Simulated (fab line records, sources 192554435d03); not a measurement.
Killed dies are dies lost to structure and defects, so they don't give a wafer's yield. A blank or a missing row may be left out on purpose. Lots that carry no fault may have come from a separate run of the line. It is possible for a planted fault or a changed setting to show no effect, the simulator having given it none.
Chamber matching + flow n5_finfet + 3 sister chambers for N5_BEOL_M13_DEP_53 on pecvd-04
The step deposits SiCN from 3MS/NH3, target thk 50 nm, time 17.8 s. 3 wafers are shown with their chamber, then 7 later ones without.

== WAFERS, EACH WITH ITS CHAMBER ==
| wafer  | chamber | showerhead_plenum_p_Torr (Torr) |
|--------|---------|---------------------------------|
| L149.3 | 1       | 4.145                           |
| L157.4 | 0       | 4.190                           |
| L157.5 | 2       | 4.159                           |

== WAFERS WITHOUT THEIR CHAMBER ==
| wafer  | showerhead_plenum_p_Torr (Torr) |
|--------|---------------------------------|
| L157.6 | 4.138                           |
| L158.2 | 4.143                           |
| L158.4 | 4.182                           |
| L158.5 | 4.163                           |
| L160.1 | 4.162                           |
| L160.4 | 4.182                           |
| L160.5 | 4.165                           |

== CHAMBER TAKEN BY EACH ==
| wafer  | from the rows above | in truth |
|--------|---------------------|----------|
| L157.6 | 1                   | 1        |
| L158.2 | 1                   | 1        |
| L158.4 | 0                   | 0        |
| L158.5 | 2                   | 2        |
| L160.1 | 2                   | 2        |
| L160.4 | 0                   | 0        |
| L160.5 | 2                   | 2        |
Placed correctly: 7 of 7. From these rows, 0 cannot be placed. Wrongly placed: 0.
How it was worked out, from the rows above alone: a wafer's distance from a chamber is the root of the sum, over the readings, of the square of ((its reading less the chamber's mean) divided by the reading's scatter). The wafer belongs to the nearest chamber; if the next one is less than 2 further off, it can't be placed. For every chamber, the mean is computed from those of its wafers that are shown. The scatter: with one shown wafer a chamber, the root of the mean of the squares of how far each hidden wafer lies from its nearest shown one.
